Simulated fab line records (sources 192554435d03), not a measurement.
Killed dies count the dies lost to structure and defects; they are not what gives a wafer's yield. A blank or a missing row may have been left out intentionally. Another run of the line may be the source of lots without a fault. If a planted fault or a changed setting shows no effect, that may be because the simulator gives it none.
Chamber matching    flow n5_finfet    3 sister chambers for N5_BEOL_M0_SAQP_PECVD_04 on pecvd-01
The step deposits a-Si from SiH4/He, target thk 60 nm, time 60.2 s. 6 wafers are shown with their chamber, then 7 later ones without.

WAFERS WITH THEIR CHAMBER
wafer   chamber  throttle_valve_pct (%)  showerhead_plenum_p_Torr (Torr)
L080.5  0        19.1                    5.64
L081.5  0        19.0                    5.63
L083.3  1        18.5                    5.62
L083.6  2        17.9                    5.67
L086.2  2        18.0                    5.66
L086.3  1        18.6                    5.63

WAFERS WITH NO CHAMBER GIVEN
wafer   throttle_valve_pct (%)  showerhead_plenum_p_Torr (Torr)
L086.5  18.6                    5.64
L089.1  18.5                    5.62
L089.3  19.0                    5.62
L089.6  19.4                    5.63
L091.1  17.9                    5.67
L091.3  18.7                    5.62
L091.4  17.7                    5.66

WHICH CHAMBER EACH WENT THROUGH
wafer   from the rows above  in truth
L086.5  1                    1
L089.1  1                    1
L089.3  0                    0
L089.6  0                    0
L091.1  2                    2
L091.3  1                    1
L091.4  2                    2
Correct placement for 7 of the 7. Can't be placed from these rows: 0. Number placed wrongly: 0.
How it was worked out, from the rows above alone: a wafer's distance from a chamber is the root of the sum, over the readings, of the square of ((its reading less the chamber's mean) divided by the reading's scatter). The wafer belongs to the nearest chamber; if the next one is less than 2 further off, it can't be placed. Each chamber's mean is taken over the wafers shown for it. The scatter: take each reading less its chamber's mean, square it, sum over the shown wafers, divide by the number of wafers less the number of chambers, and take the root.
